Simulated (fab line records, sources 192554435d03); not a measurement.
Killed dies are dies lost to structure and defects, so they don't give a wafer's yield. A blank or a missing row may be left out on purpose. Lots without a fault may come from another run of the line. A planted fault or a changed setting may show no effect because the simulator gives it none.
Chamber matching | flow n5_finfet | N5_FIN_SAQP_SPACER2_ALD_28 on ald_sin-04: 4 sister chambers
The step deposits SiO2, target thk 8.1 nm, pulse time 1 s, purge time 2 s. 20 wafers are shown with their chamber, then 10 later ones without.

WAFERS WITH THEIR CHAMBER
wafer  | chamber | heater_power_w (W) | precursor_pulse_height_rel
L078.1 | 1       | 546                | 0.983
L078.5 | 2       | 510                | 0.977
L078.6 | 0       | 468                | 1.010
L079.2 | 2       | 505                | 0.974
L079.4 | 1       | 551                | 0.984
L079.6 | 2       | 488                | 1.015
L080.4 | 0       | 471                | 0.987
L080.5 | 2       | 492                | 1.018
L080.6 | 1       | 562                | 1.011
L084.3 | 1       | 557                | 1.027
L084.4 | 3       | 456                | 0.973
L084.5 | 1       | 542                | 0.979
L085.1 | 2       | 500                | 0.993
L085.4 | 0       | 468                | 1.023
L085.5 | 0       | 471                | 1.008
L086.2 | 1       | 541                | 1.030
L086.5 | 1       | 536                | 0.985
L086.6 | 0       | 470                | 0.993
L088.2 | 2       | 487                | 1.028
L088.4 | 1       | 548                | 0.977

SIGNATURES (means of the wafers above)
reading                    | chamber 0 | chamber 1 | chamber 2 | chamber 3 | scatter within a chamber
heater_power_w             | 469.60    | 547.88    | 497.00    | 456.00    | 7.81
precursor_pulse_height_rel | 1.00420   | 0.99700   | 1.00083   | 0.97300   | 0.0207
Rule: a wafer's distance from a chamber is the root of the sum, over the readings, of the square of ((its reading less the chamber's mean) divided by the reading's scatter). The wafer belongs to the nearest chamber; if the next one is less than 2 further off, it can't be placed. The scatter: the root of (the sum of the squares of (reading less its chamber's mean) over the shown wafers, divided by (wafers less chambers)).

WAFERS WITHOUT THEIR CHAMBER
wafer  | heater_power_w (W) | precursor_pulse_height_rel
L088.6 | 486                | 1.000
L092.3 | 539                | 1.031
L092.4 | 470                | 0.997
L092.5 | 508                | 1.012
L095.1 | 471                | 0.996
L095.4 | 519                | 1.044
L095.5 | 453                | 0.998
L097.1 | 508                | 1.029
L097.2 | 467                | 0.965
L097.6 | 565                | 1.004

WHICH CHAMBER EACH WENT THROUGH
wafer  | from the rows above     | in truth
L088.6 | can't be placed: 2 or 0 | 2
L092.3 | 1                       | 1
L092.4 | can't be placed: 0 or 3 | 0
L092.5 | 2                       | 2
L095.1 | can't be placed: 0 or 3 | 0
L095.4 | can't be placed: 2 or 1 | 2
L095.5 | can't be placed: 3 or 0 | 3
L097.1 | 2                       | 2
L097.2 | can't be placed: 3 or 0 | 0
L097.6 | 1                       | 1
Placed correctly: 4 of 10. Can't be placed from these rows: 6 (the true chamber is among the candidates in 6). Placed wrongly: 0.
